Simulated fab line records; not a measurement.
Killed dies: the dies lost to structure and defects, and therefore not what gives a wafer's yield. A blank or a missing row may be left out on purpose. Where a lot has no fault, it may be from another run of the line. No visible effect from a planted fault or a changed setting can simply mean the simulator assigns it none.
What tool caused it?	flow n5Finfet	7 lots, 21 wafers sampled, at 8 steps of a route of 1938

== WHAT THE GAUGES READ, wafer by wafer ==
N5_BEOL_M14_OVL_MEAS_11.
lot	measured	on	V13_OVL (nm)
L890	day 11 20:18	overlay-01	-5 -4 -1
L892	day 12 09:21	overlay-02	-3 -2 2
L896	day 13 22:22	overlay-01	-6 6 2
L899	day 15 11:52	overlay-02	4 -2 5
L903	day 16 03:22	overlay-01	-8 0 -3
L906	day 16 03:35	overlay-01	3 4 -5
L908	day 17 09:00	overlay-01	-9 -2 -2

N5_BEOL_M14_CD_MEAS_17: the cd target is 250 nm.
lot	measured	on	cdNm (nm)
L890	day 11 20:47	cdSem-02	251.6 249.3 250.2
L892	day 12 09:51	cdSem-01	247.8 250.0 251.6
L896	day 13 22:51	cdSem-02	249.1 251.2 251.2
L899	day 15 12:24	cdSem-02	251.3 251.9 250.6
L903	day 16 04:08	cdSem-03	251.9 251.0 250.2
L906	day 16 04:20	cdSem-03	252.4 252.0 250.4
L908	day 17 10:05	cdSem-03	251.9 251.8 251.7

N5_BEOL_M14_OCD_MEAS_35.
lot	measured	on	trenchDepthNm (nm)
L890	day 11 21:49	ocd-02	560 563 567
L892	day 12 10:53	ocd-01	559 561 558
L896	day 13 23:52	ocd-01	555 566 547
L899	day 15 13:28	ocd-02	828 554 556
L903	day 16 05:17	ocd-02	557 566 553
L906	day 16 05:21	ocd-01	565 546 564
L908	day 17 11:39	ocd-01	565 549 558

N5_BEOL_M14_THK_MEAS_50: measures by xrf.
lot	measured	on	M14_THK (nm)
L890	day 12 01:04	filmMetro-01	558 564 564
L892	day 12 12:20	filmMetro-01	563 565 566
L896	day 14 03:34	filmMetro-01	556 562 545
L899	day 15 17:52	filmMetro-01	820 549 554
L903	day 16 09:06	filmMetro-01	550 561 546
L906	day 16 09:46	filmMetro-01	557 536 554
L908	day 17 13:34	filmMetro-02	559 543 552

N5_BEOL_M14_RS_MEAS_54: uses a four-point probe to measure.
lot	measured	on	M14_RS (ohm/sq)
L890	day 12 01:14	filmMetro-02	0.0330 0.0328 0.0326
L892	day 12 12:28	filmMetro-01	0.0330 0.0329 0.0329
L896	day 14 03:41	filmMetro-01	0.0334 0.0326 0.0339
L899	day 15 18:00	filmMetro-02	0.0223 0.0335 0.0332
L903	day 16 09:14	filmMetro-02	0.0332 0.0327 0.0336
L906	day 16 09:53	filmMetro-02	0.0328 0.0340 0.0328
L908	day 17 13:41	filmMetro-01	0.0328 0.0338 0.0330

N5_BEOL_M15_RC_MEAS_101.
lot	measured	on	COMB_M10 (S/m)	COMB_M11 (S/m)	COMB_M12 (S/m)	COMB_M13 (S/m)	COMB_M15 (S/m)	COMB_M5 (S/m)	COMB_M6 (S/m)	COMB_M7 (S/m)	COMB_M8 (S/m)	COMB_M9 (S/m)	SERP_M10 (ohm/um)	SERP_M11 (ohm/um)	SERP_M12 (ohm/um)	SERP_M13 (ohm/um)	SERP_M14 (ohm/um)	SERP_M14_max_site (ohm/um)	SERP_M5 (ohm/um)	SERP_M6 (ohm/um)	SERP_M7 (ohm/um)	SERP_M8 (ohm/um)	SERP_M9 (ohm/um)
L890	day 12 07:10	prober-02	1.7e-11 1.4e-11 1e-11	2e-11 1.3e-11 1.4e-11	7.1e-12 6e-12 5.9e-12	5.5e-12 4.1e-12 4.7e-12	3.1e-12 2.1e-12 3.4e-12	4.7e-11 4.2e-11 2.8e-11	2.7e-11 3.3e-11 2.9e-11	1.9e-11 2.5e-11 2.1e-11	2.1e-11 3.1e-11 3.3e-11	1.6e-11 1.7e-11 2e-11	3.06 3.07 2.99	2.97 2.95 2.99	0.622 0.640 0.625	0.320 0.323 0.324	0.1598 0.1595 0.1576	0.1623 0.1606 0.1596	39.9 39.1 41.5	13.6 13.1 12.6	12.6 13.8 13.8	13.6 13.8 14.0	3.00 2.92 2.98
L892	day 12 19:31	prober-02	1.4e-11 1e-11 1.5e-11	1.9e-11 1.1e-11 1.4e-11	7.3e-12 4.4e-12 5.2e-12	5e-12 5e-12 5.6e-12	2.6e-12 2.5e-12 1.6e-12	2.8e-11 2.7e-11 4.1e-11	2.5e-11 2.1e-11 1.9e-11	2e-11 2.6e-11 2.2e-11	1.9e-11 1.7e-11 2.8e-11	1.3e-11 1.3e-11 1.6e-11	3.11 3.15 3.04	3.08 3.10 3.06	0.646 0.685 0.640	0.317 0.315 0.309	0.1587 0.1596 0.1591	0.1607 0.1609 0.1610	39.4 41.5 42.3	13.6 13.5 13.8	13.7 13.3 14.3	14.2 14.5 13.5	2.96 3.13 2.94
L896	day 14 09:26	prober-01	1.3e-11 1.9e-11 1.4e-11	1.3e-11 1.2e-11 1.3e-11	5.2e-12 6.4e-12 5.8e-12	6e-12 5e-12 6e-12	2.4e-12 2.8e-12 2.4e-12	4.6e-11 4.5e-11 3.8e-11	2.9e-11 2e-11 2.8e-11	3.9e-11 2.5e-11 3.1e-11	2.2e-11 2e-11 2.4e-11	1.3e-11 1.4e-11 1.7e-11	3.08 3.16 3.17	3.14 3.14 3.11	0.643 0.670 0.658	0.321 0.310 0.321	0.1595 0.1564 0.1634	0.1613 0.1580 0.1661	39.8 39.1 39.9	14.7 14.0 13.8	13.7 13.8 14.1	13.8 13.5 14.1	3.26 3.12 3.03
L899	day 16 00:46	prober-02	1.3e-11 1.5e-11 1.7e-11	1.4e-11 1.5e-11 1.4e-11	5.5e-12 8.6e-12 6.9e-12	4.3e-12 3.7e-12 4.2e-12	1.9e-12 1.7e-12 2.9e-12	4.3e-11 3.7e-11 3.5e-11	3.3e-11 2.6e-11 2e-11	2.2e-11 1.7e-11 1.9e-11	1.9e-11 2.8e-11 2.2e-11	1.6e-11 1.7e-11 1.6e-11	3.05 3.03 3.11	3.07 3.05 3.02	0.641 0.628 0.669	0.308 0.315 0.307	0.1053 0.1611 0.1593	0.1059 0.1619 0.1600	41.0 39.2 39.0	14.8 13.9 14.1	14.5 14.6 15.0	13.7 13.5 14.0	3.07 3.01 2.95
L903	day 16 16:27	prober-02	1.4e-11 1.8e-11 1.7e-11	1.5e-11 2e-11 2.3e-11	7.1e-12 5.8e-12 5e-12	4.5e-12 4.9e-12 3.6e-12	2.9e-12 2.1e-12 2.3e-12	3e-11 3.4e-11 2.6e-11	2.2e-11 1.9e-11 2.2e-11	2.5e-11 2e-11 2.6e-11	2.4e-11 2e-11 2.3e-11	1.4e-11 1.1e-11 1.4e-11	3.07 3.10 3.01	2.94 2.93 2.96	0.633 0.623 0.638	0.313 0.299 0.297	0.1612 0.1572 0.1625	0.1637 0.1593 0.1641	37.2 38.9 41.0	14.5 13.8 14.4	14.8 14.2 14.4	14.2 13.3 13.5	3.04 3.09 3.12
L906	day 16 18:36	prober-02	1.5e-11 1.5e-11 1.3e-11	1.7e-11 2.1e-11 1.8e-11	6.2e-12 8.5e-12 7.8e-12	4e-12 6e-12 4.2e-12	2.2e-12 2.9e-12 2e-12	3.4e-11 4.7e-11 4e-11	2e-11 3.5e-11 2.6e-11	1.8e-11 2.5e-11 2.1e-11	2.9e-11 3e-11 1.9e-11	1.7e-11 1.2e-11 2e-11	2.94 2.95 2.98	3.06 3.03 3.08	0.656 0.645 0.639	0.316 0.317 0.311	0.1577 0.1650 0.1571	0.1591 0.1662 0.1591	38.0 39.3 38.5	13.7 14.0 14.2	13.8 14.4 13.5	14.6 14.5 13.8	2.94 2.89 3.07
L908	day 17 22:12	prober-02	1.7e-11 1.5e-11 1.5e-11	1.5e-11 1.5e-11 1.6e-11	5.5e-12 5.2e-12 4.6e-12	3.7e-12 4.6e-12 4.4e-12	2.8e-12 2.1e-12 2.8e-12	3.2e-11 3.9e-11 3e-11	2.3e-11 2.5e-11 3.2e-11	2.2e-11 2.5e-11 2.3e-11	2.1e-11 2.4e-11 2.6e-11	1.7e-11 1.8e-11 1.4e-11	3.06 2.92 3.03	3.06 3.08 3.09	0.649 0.659 0.632	0.316 0.321 0.316	0.1578 0.1608 0.1573	0.1604 0.1628 0.1601	40.1 39.8 42.5	13.4 13.0 13.4	13.9 13.7 14.0	14.3 14.0 13.6	3.12 3.05 3.08

== EACH LOT AND THE TOOL THAT RAN IT (in order: tool; ch and the chambers of the sampled wafers; start) ==
lot	N5_BEOL_M14_TRENCH_ETCH_34	N5_BEOL_M14_ETCH_38
L890	rieDiel-04 ch 0,2,3, day 11 21:40	rieDiel-05 ch 1,2,3, day 12 01:04 or earlier
L892	rieDiel-05 ch 2,3, day 12 10:43	rieDiel-05 ch 2,3, day 12 12:20 or earlier
L896	rieDiel-05 ch 0,1,3, day 13 23:43	rieDiel-02 ch 0,2,3, day 14 03:34 or earlier
L899	rieDiel-05 ch 0,2, day 15 13:18	rieDiel-04 ch 0,3, day 15 17:52 or earlier
L903	rieDiel-04 ch 1,2, day 16 05:08	rieDiel-02 ch 0,2, day 16 09:06 or earlier
L906	rieDiel-02 ch 0,2,3, day 16 05:12	rieDiel-05 ch 0,3, day 16 09:46 or earlier
L908	rieDiel-04 ch 0,1,2, day 17 11:30	rieDiel-02 ch 0,1, day 17 13:34 or earlier
- N5_BEOL_M14_TRENCH_ETCH_34: etches SiO2 in C4F8/O2/Ar, target depth 556.65 nm, time 126.9 s.
- N5_BEOL_M14_ETCH_38: etches SiCN in CF4/N2, target depth 106.5 nm, time 120.6 s.

== WHAT THE TOOLS THEMSELVES READ (means of the sampled wafers that have a number; where no wafer has one, the mark that the record gives instead) ==
N5_BEOL_M14_TRENCH_ETCH_34.
lot	tool	drypumpMotorCurrentA (A)	oesProductAu (a.u.)	rfVppV (V)	showerheadPlenumPTorr (Torr)	throttleValvePct (%)
L890	rieDiel-04	6.2	0.80	2227	3.45	30.84
L892	rieDiel-05	6.0	0.88	2239	3.60	30.87
L896	rieDiel-05	5.7	0.79	2228	3.40	30.87
L899	rieDiel-05	5.7	0.79	2248	3.59	30.82
L903	rieDiel-04	6.1	0.83	2224	3.42	30.96
L906	rieDiel-02	5.9	0.78	2228	3.48	30.68
L908	rieDiel-04	6.2	0.82	2223	3.51	30.82

N5_BEOL_M14_ETCH_38.
lot	tool	drypumpMotorCurrentA (A)	oesProductAu (a.u.)	rfVppV (V)	showerheadPlenumPTorr (Torr)	throttleValvePct (%)
L890	rieDiel-05	5.8	0.84	382.5	2.21	15.39
L892	rieDiel-05	6.1	0.92	383.6	2.29	15.26
L896	rieDiel-02	5.9	0.80	383.8	2.25	15.27
L899	rieDiel-04	6.1	0.91	382.1	2.21	15.09
L903	rieDiel-02	6.0	0.83	382.4	2.20	15.26
L906	rieDiel-05	5.8	0.76	383.8	2.26	15.37
L908	rieDiel-02	5.4	0.75	385.1	2.30	15.44

== THE ANSWER, worked out from the rows above alone ==
Rule: what is usual is taken from the lots themselves. Put in order of their means at a reading, lots are off if they are a third of the lots or fewer, leave a main group of 4 or more, and stand apart from it by a gap of 3 or more times the standard deviation of the main group's means; of several such gaps the widest counts. The tables above print the reading to a certain number of digits; a main group whose means all agree to those digits is not used. Also off: a lot with no number at a reading for which 4 or more lots have one. The other lots that the step has rows for count as sound. Order of review: gauges by route order, followed by the tools' own readings, for which a lot's mean as printed above is used. The first step at which some lot is off is used, and at that step the reading that is off furthest; a lot without a number counts as furthest.
Off: L899 (N5_BEOL_M14_OCD_MEAS_35, trenchDepthNm). The main group: mean 559 nm, standard deviation 2.3.
A tool fits if, at a process step before that reading, it ran every lot that is off, and no sound lot after the first of them. The gauges at N5_BEOL_M14_OCD_MEAS_35 aren't tried: what is off there is off at N5_BEOL_M14_THK_MEAS_50 too, on other tools, and a gauge's error can't cause that. One candidate fits, namely rieDiel-05 at N5_BEOL_M14_TRENCH_ETCH_34. A fault onset in the window from L896 (day 13 23:43, its last sound lot) to L899 (day 15 13:18, its first lot off) fits.

== WHAT HAD BEEN PUT IN BY THE SIMULATOR ==
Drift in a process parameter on rieDiel-05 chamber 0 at N5_BEOL_M14_TRENCH_ETCH_34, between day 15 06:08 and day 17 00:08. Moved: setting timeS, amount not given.
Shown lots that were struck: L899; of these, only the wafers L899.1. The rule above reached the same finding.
